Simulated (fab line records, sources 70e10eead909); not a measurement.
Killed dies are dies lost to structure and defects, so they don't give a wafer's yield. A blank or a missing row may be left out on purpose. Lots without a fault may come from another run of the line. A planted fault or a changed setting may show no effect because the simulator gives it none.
Chamber matching | flow nand_harc | NHARC_A_BONDPAD_ETCH_34 on rie_diel-11: 4 sister chambers
The step etches the open film in N2/H2, target depth 60 nm, overetch 18 nm, time 65.91 s. 24 wafers are shown with their chamber, then 12 later ones without.

WAFERS WITH THEIR CHAMBER
wafer  | chamber | showerhead_plenum_p_Torr (Torr) | drypump_motor_current_A (A) | rf_vpp_V (V)
L075.3 | 3       | 2.19                            | 5.2                         | 433
L075.4 | 1       | 2.17                            | 5.5                         | 433
L075.5 | 1       | 2.17                            | 5.5                         | 434
L076.1 | 2       | 1.93                            | 5.7                         | 426
L076.2 | 1       | 2.17                            | 5.5                         | 434
L076.4 | 3       | 2.19                            | 5.2                         | 433
L080.1 | 0       | 1.93                            | 5.9                         | 429
L080.4 | 2       | 1.93                            | 5.7                         | 428
L080.5 | 0       | 1.93                            | 5.9                         | 427
L082.1 | 1       | 2.16                            | 5.5                         | 434
L082.2 | 3       | 2.19                            | 5.2                         | 435
L082.4 | 2       | 1.93                            | 5.7                         | 427
L081.2 | 2       | 1.93                            | 5.7                         | 427
L081.3 | 3       | 2.19                            | 5.2                         | 434
L081.6 | 0       | 1.93                            | 5.9                         | 427
L084.4 | 2       | 1.93                            | 5.7                         | 425
L084.5 | 3       | 2.19                            | 5.2                         | 435
L084.6 | 2       | 1.93                            | 5.7                         | 427
L089.1 | 0       | 1.93                            | 6.0                         | 426
L089.3 | 2       | 1.93                            | 5.7                         | 426
L089.6 | 1       | 2.16                            | 5.4                         | 435
L091.3 | 2       | 1.93                            | 5.7                         | 427
L091.5 | 2       | 1.93                            | 5.7                         | 428
L091.6 | 3       | 2.19                            | 5.2                         | 435

SIGNATURES (means of the wafers above)
reading                  | chamber 0 | chamber 1 | chamber 2 | chamber 3 | scatter within a chamber
showerhead_plenum_p_Torr | 1.9300    | 2.1660    | 1.9300    | 2.1900    | 0.00245
drypump_motor_current_A  | 5.925     | 5.480     | 5.700     | 5.200     | 0.0278
rf_vpp_V                 | 427.25    | 434.00    | 426.78    | 434.17    | 0.978
Rule: a wafer's distance from a chamber is the root of the sum, over the readings, of the square of ((its reading less the chamber's mean) divided by the reading's scatter). The wafer belongs to the nearest chamber; if the next one is less than 2 further off, it can't be placed. The scatter: the root of (the sum of the squares of (reading less its chamber's mean) over the shown wafers, divided by (wafers less chambers)).

WAFERS WITHOUT THEIR CHAMBER
wafer  | showerhead_plenum_p_Torr (Torr) | drypump_motor_current_A (A) | rf_vpp_V (V)
L090.3 | 1.93                            | 5.7                         | 428
L090.4 | 2.19                            | 5.2                         | 434
L090.5 | 1.93                            | 5.7                         | 428
L093.1 | 2.19                            | 5.2                         | 435
L093.2 | 2.16                            | 5.5                         | 433
L093.6 | 1.93                            | 5.9                         | 427
L096.1 | 1.93                            | 5.7                         | 428
L096.2 | 2.19                            | 5.2                         | 436
L096.3 | 2.16                            | 5.4                         | 434
L097.1 | 1.93                            | 6.0                         | 426
L097.5 | 2.19                            | 5.2                         | 435
L097.6 | 1.93                            | 5.9                         | 428

WHICH CHAMBER EACH WENT THROUGH
wafer  | from the rows above | in truth
L090.3 | 2                   | 2
L090.4 | 3                   | 3
L090.5 | 2                   | 2
L093.1 | 3                   | 3
L093.2 | 1                   | 1
L093.6 | 0                   | 0
L096.1 | 2                   | 2
L096.2 | 3                   | 3
L096.3 | 1                   | 1
L097.1 | 0                   | 0
L097.5 | 3                   | 3
L097.6 | 0                   | 0
Placed correctly: 12 of 12. Can't be placed from these rows: 0. Placed wrongly: 0.
